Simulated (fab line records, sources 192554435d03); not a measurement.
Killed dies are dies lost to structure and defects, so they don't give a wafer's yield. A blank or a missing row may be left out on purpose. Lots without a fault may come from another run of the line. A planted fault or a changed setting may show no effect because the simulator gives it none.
Chamber matching | flow n5_finfet | N5_BEOL_M6_ETCH_66 on rie_diel-05: 4 sister chambers
The step etches SOC in N2/H2, target depth 80 nm, overetch 16 nm, time 120 s. 4 wafers are shown with their chamber, then 12 later ones without.

WAFERS WITH THEIR CHAMBER
wafer  | chamber | showerhead_plenum_p_Torr (Torr)
L082.5 | 0       | 2.68
L085.2 | 1       | 2.54
L085.3 | 2       | 2.62
L085.4 | 3       | 2.44

WAFERS WITHOUT THEIR CHAMBER
wafer  | showerhead_plenum_p_Torr (Torr)
L089.2 | 2.44
L089.3 | 2.67
L089.5 | 2.44
L087.1 | 2.61
L087.4 | 2.67
L087.6 | 2.67
L088.1 | 2.67
L088.2 | 2.43
L088.4 | 2.61
L091.1 | 2.66
L091.3 | 2.43
L091.6 | 2.66

WHICH CHAMBER EACH WENT THROUGH
wafer  | from the rows above     | in truth
L089.2 | 3                       | 3
L089.3 | 0                       | 0
L089.5 | 3                       | 3
L087.1 | 2                       | 2
L087.4 | 0                       | 0
L087.6 | 0                       | 0
L088.1 | 0                       | 0
L088.2 | 3                       | 3
L088.4 | 2                       | 2
L091.1 | can't be placed: 0 or 2 | 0
L091.3 | 3                       | 3
L091.6 | can't be placed: 0 or 2 | 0
Placed correctly: 10 of 12. Can't be placed from these rows: 2 (the true chamber is among the candidates in 2). Placed wrongly: 0.
How it was worked out, from the rows above alone: a wafer's distance from a chamber is the root of the sum, over the readings, of the square of ((its reading less the chamber's mean) divided by the reading's scatter). The wafer belongs to the nearest chamber; if the next one is less than 2 further off, it can't be placed. A chamber's mean is the mean of its shown wafers. The scatter: with one shown wafer a chamber, the root of the mean of the squares of how far each hidden wafer lies from its nearest shown one.
